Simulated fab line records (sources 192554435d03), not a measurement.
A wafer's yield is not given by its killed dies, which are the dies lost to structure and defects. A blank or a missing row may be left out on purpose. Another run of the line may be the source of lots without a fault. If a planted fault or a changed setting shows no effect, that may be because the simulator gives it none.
Comparing a struck lot with a sound one + flow n5-finfet + 20 out of 1938 route steps
Sound: the wafers L301.3, L301.4, L301.5. Struck: wafers L296.2, L296.5, L296.6. Last of all comes the cause.
Per side, at each step with rows, come the tool, then ch with its chambers, and then its first start. Under that, the readings that differ: sound wafers + struck wafers + difference of the means + sigmas: that difference in standard deviations of wafers without a fault.
alike: a reading whose means differ by less than 2 such deviations, as well as words and numbers matching on both sides. not compared: withheld readings; readings where some wafer has no value; bounds like >300 that might hide an equal value; numbers whose values overlap and for which the record gives no deviation.
Wherever a step has rows on one side only, a row that says differs or no value, or a row with sigmas, the two part there. Numbers that have no deviation but don't overlap get no sigmas and don't part them. A reading that every wafer of one side lacks parts them only if that side has two wafers or more.

first, 8 steps without rows for these wafers: N5_BEOL_M8_CMP_52 (polishes, stops on SiCOH lowk, t overpolish 6.9 s, target thk 80 nm); N5_BEOL_M8_PRE_CLEAN_55 (time 15 s); N5_BEOL_M8_DEP_56 (deposits SiCN from 3MS/NH3, target thk 10 nm, time 17.5 s); N5_BEOL_M9_ILD_DEP_00 (deposits SiCOH lowk from DEMS/porogen, target thk 308.51 nm, time 58 s); N5_BEOL_M9_CURE_71 (cures SiCOH lowk, time 240 s); N5_BEOL_M9_PECVD_70 (deposits SiO2 from TEOS/O2, target thk 20 nm, time 22.7 s); N5_BEOL_M9_HM_DEP_02 (deposits TiN, target thk 20 nm); N5_BEOL_M9_COAT_59 (time 60 s, resist thk 100 nm).
N5_BEOL_M9_COAT_60: time 60 s, resist thk 30 nm.
  sound on litho-track-02 ch 0, day 14 14:19; struck on litho-track-01 ch 0, day 13 18:47
| reading                                    | sound                | struck               | difference | sigmas |
|--------------------------------------------|----------------------|----------------------|------------|--------|
| spin-speed-rpm (rpm)                       | 1499.3 1500.4 1497.0 | 1561.0 1559.3 1560.2 | +61.3      | +61    |
| model.SiARC_of_BEOL_M9_COAT_60.thk-nm (nm) | 30 30 30             | 29.4 29.6 29.4       | -0.5       |        |
then, 7 steps without rows for these wafers: N5_BEOL_M9_COAT_05 (resist thk 90 nm); N5_BEOL_M9_EBR_07; N5_BEOL_M9_SOFTBAKE_06 (time 60 s); N5_BEOL_M9_EXPOSE_08 (exposes mask M9); N5_BEOL_M9_PEB_09 (peb time 60 s); N5_BEOL_M9_DEVELOP_10 (develop time 30 s); N5_BEOL_M9_DESCUM_16 (chemistry O2, time 7.9 s).
N5_BEOL_M9_ETCH_61: etches SiARC in CF4, target depth 39 nm, time 65 s.
  sound on rie-diel-02 ch 0,1, day 14 14:41; struck on rie-diel-01 ch 0,1,3, day 13 19:16
| reading                  | sound             | struck            | difference | sigmas |
|--------------------------|-------------------|-------------------|------------|--------|
| model.etch.depth-nm (nm) | 29.98 30.05 30.07 | 29.47 29.54 29.48 | -0.54      |        |
  alike: drypump-motor-current-A, etch-rf-on-time-s, oes-product-au, rf-vpp-V, showerhead-plenum-p-Torr, throttle-valve-pct
  not compared: rf-hours-counter-h, model.CAR-ArF_of_BEOL_M9_COAT_05.thk-nm
N5_BEOL_M9_ETCH_62: etches SOC in N2/H2, target depth 110 nm, overetch 22 nm, time 165 s.
  sound on rie-diel-02 ch 0,1, day 14 14:44; struck on rie-diel-01 ch 0,1,3, day 13 19:19
| reading                                    | sound          | struck         | difference | sigmas |
|--------------------------------------------|----------------|----------------|------------|--------|
| model.SiARC_of_BEOL_M9_COAT_60.thk-nm (nm) | 23.6 23.8 23.6 | 22.4 23.2 22.6 | -0.9       |        |
  alike: drypump-motor-current-A, oes-product-au, rf-vpp-V, showerhead-plenum-p-Torr, throttle-valve-pct
  not compared: rf-hours-counter-h
then, 2 steps without rows for these wafers: N5_BEOL_M9_STRIP_68 (strips in N2/H2); N5_PASSIVATION_PROBE_49.

WHERE THEY PART
Only at N5_BEOL_M9_COAT_60, within this record. Later steps at which nothing parts them and some readings are alike: N5_BEOL_M9_ETCH_61, N5_BEOL_M9_ETCH_62.

WHY: what had been put in by the simulator
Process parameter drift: litho-track-01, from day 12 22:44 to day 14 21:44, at N5_BEOL_M9_COAT_60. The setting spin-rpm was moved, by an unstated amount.
